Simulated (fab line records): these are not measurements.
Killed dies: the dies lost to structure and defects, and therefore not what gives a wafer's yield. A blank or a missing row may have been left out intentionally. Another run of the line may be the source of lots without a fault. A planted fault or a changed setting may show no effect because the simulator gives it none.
A struck lot beside a sound one :: flow n5 finfet :: 14 out of 1938 route steps
Sound: these wafers, L427.1, L427.3, L427.6. Struck: wafer L431.3. (L431.2 of the same lot was not struck and is left out.) The cause comes at the end.
Each step with rows lists, per side, the tool, then ch with its chambers, then its first start. Under that, the readings that differ: sound wafers :: struck wafers :: difference of the means :: sigmas: that difference in standard deviations of wafers without a fault.
alike: readings with means less than 2 such deviations apart, plus words and numbers identical on both sides. not compared: withheld readings, readings lacking a value on some wafer, bounds such as >300 that could conceal the same value, and numbers that have no deviation in the record and whose values overlap.
Wherever a step has rows on one side only, a row that says differs or no value, or a row with sigmas, the two part there. Numbers that have no deviation but don't overlap get no sigmas and don't part them. A reading missing from all wafers of one side parts the sides only when that side holds two or more wafers.

N5_BEOL_M4_ANNEAL_87: time 240 s.
  sound on pvd sputter-01 at day 8 23:19; struck on pvd sputter-01 at day 10 03:55
  alike: heater power w
N5_BEOL_M4_SPUTTER_88: material Cu, target thk 4.5 nm, time 8.29 s.
  sound on pvd sputter-01 at day 8 23:28; struck on pvd sputter-01 at day 10 04:04
  alike: throttle valve pct
then, 2 steps without rows for these wafers: N5_BEOL_M4_ANNEAL_89 (time 240 s); N5_BEOL_M4_SPUTTER_90 (material Cu, target thk 4.5 nm, time 8.29 s).
N5_BEOL_M4_ANNEAL_91: time 240 s.
  sound on pvd sputter-01 at day 8 23:46; struck on pvd sputter-01 at day 10 04:22
  alike: heater power w
N5_BEOL_M4_SPUTTER_92: material Cu, target thk 4.5 nm, time 8.29 s.
  sound on pvd sputter-01 at day 8 23:54; struck on pvd sputter-01 at day 10 04:30
reading: throttle valve pct (%)
sound: 30.4 30.1 31.4
struck: 32.2
difference: +1.6
sigmas: +2
N5_BEOL_M4_ANNEAL_93: time 240 s.
  sound on pvd sputter-01 at day 8 23:59; struck on pvd sputter-01 at day 10 04:35
  alike: heater power w
then, 5 steps without rows for these wafers: N5_BEOL_M4_SPUTTER_94 (material Cu, target thk 4.5 nm, time 8.29 s); N5_BEOL_M4_ANNEAL_95 (time 240 s); N5_BEOL_M4_SPUTTER_96 (material Cu, target thk 4.5 nm, time 8.29 s); N5_BEOL_M4_ECD_50 (material Cu, target thk 300 nm); N5_BEOL_M4_ANNEAL_51 (time 90 s).
N5_BEOL_M4_CMP_52: polishes, stops on SiOC, t overpolish 6.8 s, target thk 40 nm.
  sound on cmp-04 ch 0,1,2, day 9 01:01; struck on cmp-04 ch 0, day 10 05:28
reading: barrier field endpoint s (s)
sound: 24.0 23.3 23.7
struck: 13.2
difference: -10.5
sigmas: -17

reading: time to endpoint s (s)
sound: 63.4 58.6 59.6
struck: 33.8
difference: -26.7
sigmas: -10

reading: model.SiOC_of_BEOL_M4_ILD_DEP_00.thk nm (nm)
sound: 74.8 75.6 75.8
struck: 74
difference: -1
sigmas: 
  alike: head pressure psi, motor current A, overpolish run s, retaining ring pressure frac
  not compared: model.Cu_of_BEOL_M4_ECD_50.thk nm
-- the record jumps here: 4 days lie between the struck wafers' starts before and after (it left off in module BEOL_M4 and takes up again in module PASSIVATION, whose first step shown is number 1936 of the route) --
N5_PASSIVATION_PROBE_49:
  the record has rows for the struck wafers here (prober-02, day 14 11:43) and none for the sound ones

== WHERE THEY PART ==
Earliest at N5_BEOL_M4_SPUTTER_92; latest, in this record, at N5_PASSIVATION_PROBE_49.

WHY: whatever the simulator had introduced
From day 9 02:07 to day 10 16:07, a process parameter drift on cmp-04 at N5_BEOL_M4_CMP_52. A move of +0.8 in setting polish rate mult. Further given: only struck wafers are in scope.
